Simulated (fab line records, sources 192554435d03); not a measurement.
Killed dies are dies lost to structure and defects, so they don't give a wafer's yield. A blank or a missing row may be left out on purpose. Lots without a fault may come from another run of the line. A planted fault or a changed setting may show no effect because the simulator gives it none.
One fault seen from 2 desks | flow n5_finfet | each desk has only its own numbers; what lay behind them comes last

THE METROLOGY DESK
What the gauges read, lot by lot, whatever tool the lot ran on: means of the sampled wafers that have a number. A lot is out of limits, marked OUT, if its mean lies more than 4 standard deviations from the usual mean; the brackets give that distance.
Columns: A = cd_nm at N5_BEOL_M8_CD_MEAS_35, usual 39.9 nm; B = M8_RS at N5_BEOL_M8_RS_MEAS_57, usual 0.283 ohm/sq
lot  | first seen here | A    | B
L387 | day 9 12:59     | 39.3 | 0.286
L389 | day 10 01:05    | 40.0 | 0.286
L388 | day 10 01:10    | 39.8 | 0.283
L390 | day 10 08:29    | 39.4 | 0.283
L393 | day 11 04:15    | 39.5 | 0.295
L391 | day 11 06:37    | 39.9 | 0.284
L401 | day 13 01:26    | 40.6 | 0.279
L399 | day 13 03:20    | 40.2 | 0.289
L405 | day 13 21:08    | 40.2 | 0.287
L403 | day 13 21:24    | 40.4 | 0.278
L407 | day 15 05:10    | 39.8 | 0.286
L409 | day 15 05:35    | 39.9 | 0.282
L408 | day 15 07:35    | 39.9 | 0.281
This desk's finding: nothing out of limits on any of the 13 lots.

THE TOOL OWNER'S DESK: cvd_co-01
The tool's own readings at N5_BEOL_M8_CVD_78 (deposits Co from CCTBA/H2, target thk 2 nm, time 142.3 s): means of the sampled wafers that have a number, for each lot that ran on this tool. A lot is out of limits, marked OUT, if its mean lies more than 4 standard deviations from the usual mean; the brackets give that distance.
Columns: A = run_length_s at N5_BEOL_M8_CVD_78, usual 164.5 s
lot  | first seen here | A
L387 | day 9 14:12     | 164.4
L388 | day 10 05:56    | 164.0
L393 | day 11 05:27    | 164.1
L391 | day 11 07:48    | 165.3
L403 | day 13 23:05    | 164.4
L407 | day 15 06:26    | 164.2
L409 | day 15 07:49    | 164.1
L408 | day 15 08:43    | 164.2
This desk's finding: nothing out of limits on any of the 8 lots.

PUT TOGETHER
The metrology desk saw nothing out of limits.
The tool owner's desk saw nothing out of limits.

WHAT THE SIMULATOR HAD PUT IN
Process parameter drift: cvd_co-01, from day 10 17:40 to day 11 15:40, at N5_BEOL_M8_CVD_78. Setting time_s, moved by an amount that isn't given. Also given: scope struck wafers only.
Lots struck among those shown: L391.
